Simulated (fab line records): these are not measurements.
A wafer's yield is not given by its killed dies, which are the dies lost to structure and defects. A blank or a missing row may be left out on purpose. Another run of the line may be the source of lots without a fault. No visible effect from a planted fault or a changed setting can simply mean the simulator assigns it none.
fab line records	flow n5-finfet
[record] lots = 5	wafers = 15	last-day = 19
route steps=1938 shown STI_FIN_REVEAL@203 DUMMY_GATE@212 BEOL_M4@1111 PASSIVATION@1936
lots that met no fault: taken from a fault-free run of the same line
start-h: hours from the record's first day to the start of the lot's first wafer shown	wait-h: time in hours since the lot's previous step	" repeats the value in the row above	L1.1+2: several wafers, shown together as one row	- value missing, or start not given	* or withheld: withheld	< > ~ a bound
route shown NAME@n: NAME is a module with steps in the file, n the number in the route of the first one	usual: mean/standard deviation taken from wafers without a fault	same: alike in all rows	chamber/n: place in a boat	sites: readings site by site	_std_site: how widely they spread, as a standard deviation	_edge_site: mean of outer sites minus mean of inner sites	radius-mm: how far each site lies from the wafer's centre	mask NAME#n: copy n	behind: the last tool/chamber to shape the wafer	hold: what put the lot on hold/how long, in hours/how the hold closed	device: names the non-switching transistor (n, p or np)	end of line: the same wafers' tests at the end of the route	a step without rows: its recipe alone	killed: dies lost to structure and defects at the first sort, not the wafer's yield	map: a wafer's dies, marking killed ones x, the rest . and places with no die _
set.NAME: the setting that was run; set.NAME@STEP: the one run at that earlier step	model.NAME: the simulator's own value behind a step, which no gauge read
lots seen at some steps along the route; tables by step, rows by wafer
services: when a tool's chamber went out of use (start-h, in hours from the record's first day, below 0 if earlier), for how many hours, and the reason
[[steps]]
[step N5_STI_FIN_REVEAL_SRD_21]
[recipe] dry = ipa-marangoni	time-s = 30	temp-c = 23	rinse-liquid = diw
[step N5_STI_FIN_REVEAL_OXIDATION_33]
[recipe] chemistry = O2_PLASMA_REMOTE	temp-c = 150	time-s = 20	pressure-mtorr = 1000	source-power-w = 2000	o2-flow-sccm = 3000
[step N5_STI_FIN_REVEAL_CLEAN_19]
[recipe] chemistry = O3/DIW	temp-c = 25	time-s = 120	o3-ppm = 10
[step N5_STI_FIN_REVEAL_SRD_23]
[recipe] dry = ipa-marangoni	time-s = 30	temp-c = 23	rinse-liquid = diw
[step N5_STI_FIN_REVEAL_PRECLEAN_18]
[recipe] chemistry = SC2	time-s = 45	temp-c = 35	mix = 1:1:50
[step N5_STI_FIN_REVEAL_SRD_28]
[recipe] dry = ipa-marangoni	time-s = 30	temp-c = 23	rinse-liquid = diw
[step N5_DUMMY_GATE_PRECLEAN_00]
[recipe] chemistry = O3/DIW	time-s = 60	temp-c = 22	o3-ppm = 10
[step N5_DUMMY_GATE_SRD_01]
[recipe] time-s = 30	temp-c = 23	rinse-liquid = diw	dry = ipa-marangoni
[step N5_DUMMY_GATE_ALD_02]
[recipe] material = SiO2	target-thk-a = 20	temp-c = 300	ald-precursor-family = BDEAS	ald-co-reactant = O2-plasma	pulse-time-s = 1	pressure-torr = 2
[step N5_DUMMY_GATE_CVD_03]
[recipe] material = a-Si	target-thk-a = 1500	temp-c = 530	precursor = SiH4	time-s = 8042
[usual] spike-tc-bottom-C = 552.9/1.7	spike-tc-centre-C = 529.6/1.2	spike-tc-lower-C = 530.7/0.7	susceptor-temp-C = 529.95/0.2	zone-power-top-pct = 16.5/1.1	zone-power-upper-pct = 5.8/0.44
lot.wafer	tool	chamber	start-h	wait-h	spike-tc-bottom-C	spike-tc-centre-C	spike-tc-lower-C	susceptor-temp-C	zone-power-top-pct	zone-power-upper-pct
L811.2	lpcvd-02	1/45	75.47	1.8	552.3	527.4	530.1	530.10	17.7	5.5
L811.4	"	1/54	"	"	552.3	527.4	530.1	530.10	17.7	5.5
L811.6	"	1/64	"	"	552.3	527.4	530.1	530.10	17.7	5.5
L818.1	lpcvd-02	1/65	117.72	0.1	-	-	-	-	-	-
L818.4	"	1/79	"	"	-	-	-	-	-	-
L818.5	"	1/84	"	"	-	-	-	-	-	-
L819.1	lpcvd-01	1/65	122.86	1.1	-	-	-	-	-	-
L819.5	"	1/84	"	"	-	-	-	-	-	-
L819.6	"	1/89	"	"	-	-	-	-	-	-
L820.2	lpcvd-01	1/95	126.76	0.1	-	-	-	-	-	-
L820.3	"	1/100	"	"	-	-	-	-	-	-
L820.5	"	1/109	"	"	-	-	-	-	-	-
L828.1	lpcvd-02	1/40	177.61	0.1	552.0	527.9	529.9	529.79	17.7	5.5
L828.2	"	1/45	"	"	552.0	527.9	529.9	529.79	17.7	5.5
L828.6	"	1/64	"	"	552.0	527.9	529.9	529.79	17.7	5.5
[step N5_DUMMY_GATE_PRECLEAN_46]
[recipe] chemistry = DIW	time-s = 89.5	temp-c = 23
[step N5_DUMMY_GATE_SRD_47]
[recipe] dry-time-s = 32	dry = n2-spin	spin-rpm = 1500
[step N5_DUMMY_GATE_CMP_04]
[recipe] material = a-Si	post-cmp-clean = alkaline-brush
[step N5_DUMMY_GATE_THK_MEAS_05]
[usual] thk-nm = 72.5/1.2
lot.wafer	tool	chamber	start-h	wait-h	thk-nm
L811.2	film-metro-02	-	79.45	0.1	70.6
L811.4	"	-	"	"	71.6
L811.6	"	-	"	"	72.3
L818.1	film-metro-01	-	121.70	0.1	2.0
L818.4	"	-	"	"	2.0
L818.5	"	-	"	"	2.0
L819.1	film-metro-01	-	126.84	0.1	2.0
L819.5	"	-	"	"	1.9
L819.6	"	-	"	"	2.0
L820.2	film-metro-01	-	130.74	0.2	2.0
L820.3	"	-	"	"	2.0
L820.5	"	-	"	"	2.0
L828.1	film-metro-02	-	181.64	0.1	74.1
L828.2	"	-	"	"	74.8
L828.6	"	-	"	"	72.7
[step N5_DUMMY_GATE_HM_DEP_06]
[recipe] material = SiNx	target-thk-a = 800	precursor = DCS/NH3	temp-c = 700	pressure-mtorr = 300	time-s = 5141
[step N5_DUMMY_GATE_PECVD_30]
[recipe] material = SiO2	target-thk-a = 550	temp-c = 400	precursor = TEOS/O2	pressure-torr = 6.5	rf-w = withheld	teos-flow-sccm = withheld	gas = O2	flow-sccm = 2650	time-s = 10.8
[step N5_DUMMY_GATE_COAT_34]
[recipe] resist = SOC	temp-c = 250	time-s = 60	spin-rpm = 1500	resist-thk-nm = 60
[step N5_DUMMY_GATE_COAT_35]
[recipe] resist = SiARC	temp-c = 220	time-s = 60	spin-rpm = 1500	resist-thk-nm = 10
[step N5_DUMMY_GATE_COAT_28]
[recipe] resist = underlayer	temp-c = 205	time-s = 60	spin-rpm = 1500	resist-thk-nm = 10
[step N5_DUMMY_GATE_COAT_09]
[recipe] resist = CAR-EUV	spin-rpm = 1500	resist-thk-nm = 30
[step N5_DUMMY_GATE_EBR_11]
[recipe] solvent = PGMEA	ebr-width-mm = 1.5
[step N5_DUMMY_GATE_SOFTBAKE_10]
[recipe] temp-c = 110	time-s = 60	resist = CAR-EUV
[step N5_DUMMY_GATE_EXPOSE_12]
[recipe] mask-id = GATE	na = 0.33	source-shape = annular	sigma-inner = 0.2	sigma-outer = 0.6	polarization = unpolarized	target-cd-nm = 25	dose-mj = 34
[step N5_DUMMY_GATE_PEB_13]
[recipe] peb-temp-c = 100	peb-time-s = 60	resist = CAR-EUV
[step N5_DUMMY_GATE_DEVELOP_14]
[recipe] develop-time-s = 30	developer = TMAH	resist = CAR-EUV	rinse-liquid = surfactant-rinse	dry = air-spin	dev-temp-c = 23
[step N5_DUMMY_GATE_DESCUM_20]
[recipe] chemistry = O2	time-s = 6.2	source-power-w = 50	bias-power-w = 20	pressure-mtorr = 20	rf-frequency-hz = 2.712e+07	temp-c = 40	resist = CAR-EUV	o2-flow-sccm = 225
[step N5_DUMMY_GATE_ETCH_29]
[recipe] chemistry = N2/H2	target = underlayer	target-depth-a = 130	ion-energy-ev = 200	pressure-mtorr = 30	source-w = 840	bias-w = 150	n2-flow-sccm = 200	h2-flow-sccm = 200
[step N5_DUMMY_GATE_ETCH_36]
[recipe] chemistry = CF4	target = SiARC	target-depth-a = 130	pressure-mtorr = 40	source-w = 545	bias-w = 36	Ar_flow_sccm = 100	cf4-flow-sccm = 100	ion-energy-ev = 80
[step N5_DUMMY_GATE_ETCH_37]
[recipe] chemistry = N2/H2	target = SOC	target-depth-a = 600	overetch-a = 300	temp-c = 40	ion-energy-ev = 200	pressure-mtorr = 30	source-w = 840	bias-w = 150	n2-flow-sccm = 200	h2-flow-sccm = 200
[step N5_DUMMY_GATE_STRIP_38]
[recipe] chemistry = N2/H2	temp-c = 40	n2-flow-sccm = 200	h2-flow-sccm = 200	rf-frequency-hz = 6e+07
[step N5_DUMMY_GATE_STRIP_39]
[recipe] chemistry = N2/H2	temp-c = 40	n2-flow-sccm = 200	h2-flow-sccm = 200	rf-frequency-hz = 6e+07
[step N5_DUMMY_GATE_TRIM_49]
[recipe] chemistry = O2	resist = SOC	time-s = 29	target-cd-nm = 14	source-power-w = 300	bias-power-w = 0	O2_flow_sccm = 100	temp-c = 20
[step N5_DUMMY_GATE_STRIP_40]
[recipe] chemistry = CF4	resist = SiARC	power-w = 300	bias-power-w = 75	pressure-mtorr = 50	cf4-flow-sccm = 150	rf-frequency-hz = 6e+07
[step N5_DUMMY_GATE_ETCH_31]
[recipe] chemistry = C4F6/O2	target = SiO2	mask-material = SOC	target-depth-a = 825	time-s = 27.5	ion-energy-ev = 250	pressure-mtorr = 30	source-w = 345	bias-w = 185	Ar_flow_sccm = 300	C4F6_flow_sccm = 10	O2_flow_sccm = 10
[step N5_DUMMY_GATE_STRIP_41]
[recipe] chemistry = O2	power-w = 400	temp-c = 40	pressure-mtorr = 30	rf-frequency-hz = 6e+07	bias-power-w = 0	overash-fraction = 0.3	o2-flow-sccm = 225
[step N5_DUMMY_GATE_ETCH_44]
[recipe] chemistry = HBr/O2	over-etch-frac = 0.7	target-depth-a = 1275	stop-on = SiO2	ion-energy-ev = 60	bias-w = 20	target = poly-Si	mask-material = SiO2	pressure-mtorr = 20	icp-w = 400	HBr_flow_sccm = 120	O2_flow_sccm = 10
[usual] drypump-motor-current-A = 5.9/0.4	oes-product-au = 0.731/0.011	throttle-valve-pct = 18.36/0.11
lot.wafer	tool	chamber	start-h	wait-h	drypump-motor-current-A	oes-product-au	rf-hours-counter-h	throttle-valve-pct	model.DUMMY_GATE.feature-depth-nm	model.etch.depth-nm
L811.2	rie-si-03	1	84.79	0.0	6.5	0.721	133	18.30	70.8	70.69
L811.4	"	2	"	"	5.8	0.734	0	18.35	71.6	71.56
L811.6	"	2	"	"	5.8	0.734	-	18.36	72.4	72.32
L818.1	rie-si-02	2	129.05	0.0	6.5	0.761	157	18.21	76.2	75.23
L818.4	"	0	"	"	5.8	0.759	126	18.50	75.8	74.86
L818.5	"	3	"	"	5.7	0.732	-	18.29	75.2	74.21
L819.1	rie-si-02	0	135.09	0.0	5.8	0.763	126	18.49	76.2	75.16
L819.5	"	0	"	"	5.8	0.755	-	18.49	76.2	75.17
L819.6	"	3	"	"	5.7	0.734	-	18.31	75.4	74.38
L820.2	rie-si-06	2	136.40	0.0	5.9	0.743	140	18.22	77.2	76.15
L820.3	"	1	"	"	6.7	0.745	34	18.42	75	74.04
L820.5	"	1	"	"	6.7	0.747	-	18.43	75.6	74.48
L828.1	rie-si-06	0	187.92	0.0	6.1	0.731	90	18.23	74.2	74.08
L828.2	"	2	"	"	5.9	0.734	141	18.21	74.8	74.76
L828.6	"	3	"	"	5.2	0.737	-	18.52	72.8	72.72
[step N5_DUMMY_GATE_CD_MEAS_24]
[recipe] target-cd-nm = 15
[usual] cd-nm = 14.9/0.48
lot.wafer	tool	chamber	start-h	wait-h	cd-nm
L811.2	cd-sem-01	-	84.91	0.1	15.2
L811.4	"	-	"	"	14.9
L811.6	"	-	"	"	14.4
L818.1	cd-sem-01	-	129.16	0.1	-
L818.4	"	-	"	"	-
L818.5	"	-	"	"	-
L819.1	cd-sem-01	-	135.20	0.1	-
L819.5	"	-	"	"	-
L819.6	"	-	"	"	-
L820.2	cd-sem-03	-	136.51	0.1	-
L820.3	"	-	"	"	-
L820.5	"	-	"	"	-
L828.1	cd-sem-03	-	188.03	0.1	14.5
L828.2	"	-	"	"	15.4
L828.6	"	-	"	"	15.7
[step N5_BEOL_M4_RC_MEAS_101]
[usual] DIBL_N = 36.5/1.9	DIBL_P = 36.7/2.1	IOFF_N = 0.17/0.035	IOFF_P = 0.22/0.042	ION_N = 676/10	ION_P = 462/8.1	SS_N = 71.5/0.72	SS_P = 73.4/0.7	VT_N = 249/3.1	VT_P = -250/3.9
lot.wafer	tool	chamber	start-h	wait-h	DIBL_N[mV/V]	DIBL_P[mV/V]	IOFF_N[nA/um]	IOFF_P[nA/um]	ION_N[uA/um]	ION_P[uA/um]	SS_N[mV/dec]	SS_P[mV/dec]	VT_N[mV]	VT_P[mV]
L811.2	prober-01	0	221.12	0.2	36.9	35.2	0.16	0.21	685	460	70.9	74.0	246	-248
L811.4	"	0	"	"	38.1	37.1	0.18	0.25	679	472	71.5	73.7	247	-246
L811.6	"	0	"	"	38.1	37.6	0.18	0.24	678	465	71.7	74.4	249	-248
L828.1	prober-01	0	348.12	0.0	37.1	37.8	0.19	0.25	689	474	72.3	73.7	249	-247
L828.2	"	0	"	"	33.4	33.7	0.13	0.19	662	459	70.9	72.1	252	-249
L828.6	"	0	"	"	33.1	33.0	0.13	0.18	661	454	71.0	72.3	251	-253
[step N5_PASSIVATION_PROBE_49]
[usual] killed_at_M0_to_M3 = 35/12	killed_at_M4_up = 13/5.8	killed-at-contacts = 12/5.5	killed-at-front-end = 36/9.9	killed-at-other = 4/3.7	killed-dies = 101/18	killed-on-rim = 13/4.1	killed-open = 66/13	killed-short = 33/8
[same] gross-dies = 1180	killed-at-back-side = 0
lot.wafer	tool	chamber	start-h	wait-h	killed_at_M0_to_M3	killed_at_M4_up	killed-at-contacts	killed-at-front-end	killed-at-other	killed-dies	killed-on-rim	killed-open	killed-short
L820.2	prober-02	-	371.62	0.1	9	3	1	1166	1	1180	152	12	9
L820.3	prober-02	-	371.67	0.1	17	3	1	1159	0	1180	152	17	10
L820.5	prober-02	-	371.77	0.2	16	1	0	1159	4	1180	152	14	12
L818.1	prober-02	-	372.10	0.0	5	4	5	1166	0	1180	152	12	7
L818.4	prober-02	-	372.25	0.2	6	2	0	1170	2	1180	152	12	6
L818.5	prober-02	-	372.30	0.2	11	3	4	1162	0	1180	152	13	7
L819.1	prober-01	-	373.91	0.0	6	1	3	1170	0	1180	152	8	11
L819.5	prober-01	-	374.11	0.2	8	0	3	1169	0	1180	152	11	11
L819.6	prober-01	-	374.16	0.3	11	2	0	1166	1	1180	152	14	8
// killed by level:class
L820.2 DUMMY_GATE:lost-pattern=1158 BEOL_M3:geometric-particle:open=4 GATE_CUT:geometric-particle:short=3 BEOL_M0_SAQP:geometric-particle:short=3 FIN_SAQP:geometric-particle:open=1 STI_FIN_REVEAL:geometric-particle:short=1 STI_FIN_REVEAL:geometric-particle:open=1 DUMMY_GATE:geometric-particle:open=1
L820.3 DUMMY_GATE:lost-pattern=1147 DUMMY_GATE:area-cvd=6 BEOL_M1:geometric-particle:open=4 BEOL_M2:geometric-particle:open=3 FIN_SAQP:geometric-particle:open=2 BEOL_M2:geometric-particle:short=2 DUMMY_GATE:geometric-particle:open=2 BEOL_M0_SAQP:geometric-particle:open=2
L820.5 DUMMY_GATE:lost-pattern=1148 BEOL_M0_SAQP:geometric-particle:short=6 BEOL_M0_SAQP:geometric-particle:open=6 DUMMY_GATE:area-cvd=6 BEOL_M1:geometric-particle:open=3 FIN_SAQP:geometric-particle:short=2 FIN_CUT:geometric-particle:open=1 ILD0:geometric-particle:open=1
L818.1 DUMMY_GATE:lost-pattern=1152 DUMMY_GATE:area-cvd=9 MOL_CONTACT_COAG:geometric-particle:open=5 FIN_SAQP:geometric-particle:short=3 BEOL_M5:geometric-particle:open=3 BEOL_M1:geometric-particle:short=2 FIN_SAQP:geometric-particle:open=1 STI_FIN_REVEAL:geometric-particle:open=1
L818.4 DUMMY_GATE:lost-pattern=1157 DUMMY_GATE:area-cvd=5 DUMMY_GATE:geometric-particle:open=3 STARTING-WAFER:geometric-particle:short=2 BEOL_M3:geometric-particle:open=2 FIN_SAQP:geometric-particle:open=1 BEOL_M6:geometric-particle:open=1 SDB:geometric-particle:short=1
L818.5 DUMMY_GATE:lost-pattern=1156 BEOL_M1:geometric-particle:open=4 DUMMY_GATE:area-cvd=4 MOL_CONTACT_COAG:geometric-particle:open=3 BEOL_M0_SAQP:geometric-particle:short=3 BEOL_M0_SAQP:geometric-particle:open=2 FIN_SAQP:geometric-particle:open=1 DUMMY_GATE:geometric-particle:short=1
L819.1 DUMMY_GATE:lost-pattern=1156 DUMMY_GATE:area-cvd=5 BEOL_M0_SAQP:geometric-particle:short=4 GATE_CUT:geometric-particle:open=2 GATE_CUT:geometric-particle:short=2 MOL_CONTACT_COAG:geometric-particle:open=2 FIN_SAQP:geometric-particle:open=1 FIN_SAQP:geometric-particle:short=1
L819.5 DUMMY_GATE:lost-pattern=1154 DUMMY_GATE:area-cvd=4 FIN_SAQP:geometric-particle:open=3 MOL_CONTACT_COAG:geometric-particle:open=3 BEOL_M0_SAQP:geometric-particle:short=3 STARTING-WAFER:geometric-particle:short=3 GATE_CUT:geometric-particle:open=2 BEOL_M3:geometric-particle:short=2
L819.6 DUMMY_GATE:lost-pattern=1157 GATE_CUT:geometric-particle:short=4 BEOL_M0_SAQP:geometric-particle:open=4 BEOL_M1:geometric-particle:open=4 BEOL_M0_SAQP:geometric-particle:short=2 FIN_SAQP:geometric-particle:open=1 FIN_SAQP:geometric-particle:short=1 STI_FIN_REVEAL:geometric-particle:short=1
// map L818.1 (x killed, . not)
_________________xxxxxxxxxxxx________________
______________xxxxxxxxxxxxxxxxxx_____________
___________xxxxxxxxxxxxxxxxxxxxxxxx__________
__________xxxxxxxxxxxxxxxxxxxxxxxxxx_________
________xxxxxxxxxxxxxxxxxxxxxxxxxxxxxx_______
_______xxxxxxxxxxxxxxxxxxxxxxxxxxxxxxxx______
______xxxxxxxxxxxxxxxxxxxxxxxxxxxxxxxxxx_____
_____xxxxxxxxxxxxxxxxxxxxxxxxxxxxxxxxxxxx____
____xxxxxxxxxxxxxxxxxxxxxxxxxxxxxxxxxxxxxx___
___xxxxxxxxxxxxxxxxxxxxxxxxxxxxxxxxxxxxxxxx__
___xxxxxxxxxxxxxxxxxxxxxxxxxxxxxxxxxxxxxxxx__
__xxxxxxxxxxxxxxxxxxxxxxxxxxxxxxxxxxxxxxxxxx_
__xxxxxxxxxxxxxxxxxxxxxxxxxxxxxxxxxxxxxxxxxx_
_xxxxxxxxxxxxxxxxxxxxxxxxxxxxxxxxxxxxxxxxxxxx
_xxxxxxxxxxxxxxxxxxxxxxxxxxxxxxxxxxxxxxxxxxxx
_xxxxxxxxxxxxxxxxxxxxxxxxxxxxxxxxxxxxxxxxxxxx
_xxxxxxxxxxxxxxxxxxxxxxxxxxxxxxxxxxxxxxxxxxxx
_xxxxxxxxxxxxxxxxxxxxxxxxxxxxxxxxxxxxxxxxxxxx
_xxxxxxxxxxxxxxxxxxxxxxxxxxxxxxxxxxxxxxxxxxxx
_xxxxxxxxxxxxxxxxxxxxxxxxxxxxxxxxxxxxxxxxxxxx
_xxxxxxxxxxxxxxxxxxxxxxxxxxxxxxxxxxxxxxxxxxxx
__xxxxxxxxxxxxxxxxxxxxxxxxxxxxxxxxxxxxxxxxxx_
__xxxxxxxxxxxxxxxxxxxxxxxxxxxxxxxxxxxxxxxxxx_
___xxxxxxxxxxxxxxxxxxxxxxxxxxxxxxxxxxxxxxxx__
___xxxxxxxxxxxxxxxxxxxxxxxxxxxxxxxxxxxxxxxx__
____xxxxxxxxxxxxxxxxxxxxxxxxxxxxxxxxxxxxxx___
_____xxxxxxxxxxxxxxxxxxxxxxxxxxxxxxxxxxxx____
______xxxxxxxxxxxxxxxxxxxxxxxxxxxxxxxxxx_____
_______xxxxxxxxxxxxxxxxxxxxxxxxxxxxxxxx______
________xxxxxxxxxxxxxxxxxxxxxxxxxxxxxx_______
__________xxxxxxxxxxxxxxxxxxxxxxxxxx_________
___________xxxxxxxxxxxxxxxxxxxxxxxx__________
______________xxxxxxxxxxxxxxxxxx_____________
_________________xxxxxxxxxxxx________________
// map L819.1 (x killed, . not)
_________________xxxxxxxxxxxx________________
______________xxxxxxxxxxxxxxxxxx_____________
___________xxxxxxxxxxxxxxxxxxxxxxxx__________
__________xxxxxxxxxxxxxxxxxxxxxxxxxx_________
________xxxxxxxxxxxxxxxxxxxxxxxxxxxxxx_______
_______xxxxxxxxxxxxxxxxxxxxxxxxxxxxxxxx______
______xxxxxxxxxxxxxxxxxxxxxxxxxxxxxxxxxx_____
_____xxxxxxxxxxxxxxxxxxxxxxxxxxxxxxxxxxxx____
____xxxxxxxxxxxxxxxxxxxxxxxxxxxxxxxxxxxxxx___
___xxxxxxxxxxxxxxxxxxxxxxxxxxxxxxxxxxxxxxxx__
___xxxxxxxxxxxxxxxxxxxxxxxxxxxxxxxxxxxxxxxx__
__xxxxxxxxxxxxxxxxxxxxxxxxxxxxxxxxxxxxxxxxxx_
__xxxxxxxxxxxxxxxxxxxxxxxxxxxxxxxxxxxxxxxxxx_
_xxxxxxxxxxxxxxxxxxxxxxxxxxxxxxxxxxxxxxxxxxxx
_xxxxxxxxxxxxxxxxxxxxxxxxxxxxxxxxxxxxxxxxxxxx
_xxxxxxxxxxxxxxxxxxxxxxxxxxxxxxxxxxxxxxxxxxxx
_xxxxxxxxxxxxxxxxxxxxxxxxxxxxxxxxxxxxxxxxxxxx
_xxxxxxxxxxxxxxxxxxxxxxxxxxxxxxxxxxxxxxxxxxxx
_xxxxxxxxxxxxxxxxxxxxxxxxxxxxxxxxxxxxxxxxxxxx
_xxxxxxxxxxxxxxxxxxxxxxxxxxxxxxxxxxxxxxxxxxxx
_xxxxxxxxxxxxxxxxxxxxxxxxxxxxxxxxxxxxxxxxxxxx
__xxxxxxxxxxxxxxxxxxxxxxxxxxxxxxxxxxxxxxxxxx_
__xxxxxxxxxxxxxxxxxxxxxxxxxxxxxxxxxxxxxxxxxx_
___xxxxxxxxxxxxxxxxxxxxxxxxxxxxxxxxxxxxxxxx__
___xxxxxxxxxxxxxxxxxxxxxxxxxxxxxxxxxxxxxxxx__
____xxxxxxxxxxxxxxxxxxxxxxxxxxxxxxxxxxxxxx___
_____xxxxxxxxxxxxxxxxxxxxxxxxxxxxxxxxxxxx____
______xxxxxxxxxxxxxxxxxxxxxxxxxxxxxxxxxx_____
_______xxxxxxxxxxxxxxxxxxxxxxxxxxxxxxxx______
________xxxxxxxxxxxxxxxxxxxxxxxxxxxxxx_______
__________xxxxxxxxxxxxxxxxxxxxxxxxxx_________
___________xxxxxxxxxxxxxxxxxxxxxxxx__________
______________xxxxxxxxxxxxxxxxxx_____________
_________________xxxxxxxxxxxx________________
[[services]]
tool	chamber	start-h	hours	kind
rie-si-03	2	66.92	-	clean
rie-si-03	2	66.92	12.1	scheduled-down
rie-si-03	2	66.92	12.1	vent-cycle
rie-si-06	1	86.83	2.3	repair
rie-si-03	0	97.58	5.6	repair
rie-si-03	-	101.03	4.3	pm
lpcvd-02	-	113.90	0.3	repair
rie-si-03	2	115.87	4.5	repair
rie-si-06	-	141.29	0.4	repair
rie-si-02	1	156.07	1.9	repair
rie-si-02	0	187.72	4.2	repair
[[key]]
[first-sign] step = N5_DUMMY_GATE_CVD_03	reading = tool-record	direction = missing
[effect] step = N5_DUMMY_GATE_THK_MEAS_05	reading = thk-nm	direction = down	sigmas = 59	usual = *	struck = *
[effect] step = N5_DUMMY_GATE_CD_MEAS_24	reading = cd-nm	direction = missing
[effect] step = N5_PASSIVATION_PROBE_49	reading = killed-at-front-end	direction = up	sigmas = 99+	usual = 36	struck = 1165
[model-effect] step = N5_DUMMY_GATE_ETCH_44	value = DUMMY_GATE.feature-depth-nm	without = 72.2	struck = 75.87
met-at N5_DUMMY_GATE_CVD_03
struck-wafers L818.1,L818.4,L818.5,L819.1,L819.5,L819.6,L820.2,L820.3,L820.5
later-rows-left-out L818.1,L818.4,L818.5,L819.1,L819.5,L819.6,L820.2,L820.3,L820.5
tester-left-out L818,L819,L820
onset-between 75.47 117.72
[fault] kind = skipped-step-whole	tool = lpcvd-01,lpcvd-02	chamber = -	onset-h = 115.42	steps = N5_DUMMY_GATE_CVD_03	scope = struck-lots-only
// tester-left-out: of these lots the tester's yield and bins aren't shown, on N5 and GAA mostly nor the transistor test; their killed dies are dies lost to structure and defects alone, not to doping, threshold or leakage, so they don't give the yield
// later-rows-left-out: the simulator's readings of these wafers behind a module that went badly wrong aren't trusted and aren't shown, but for the sort
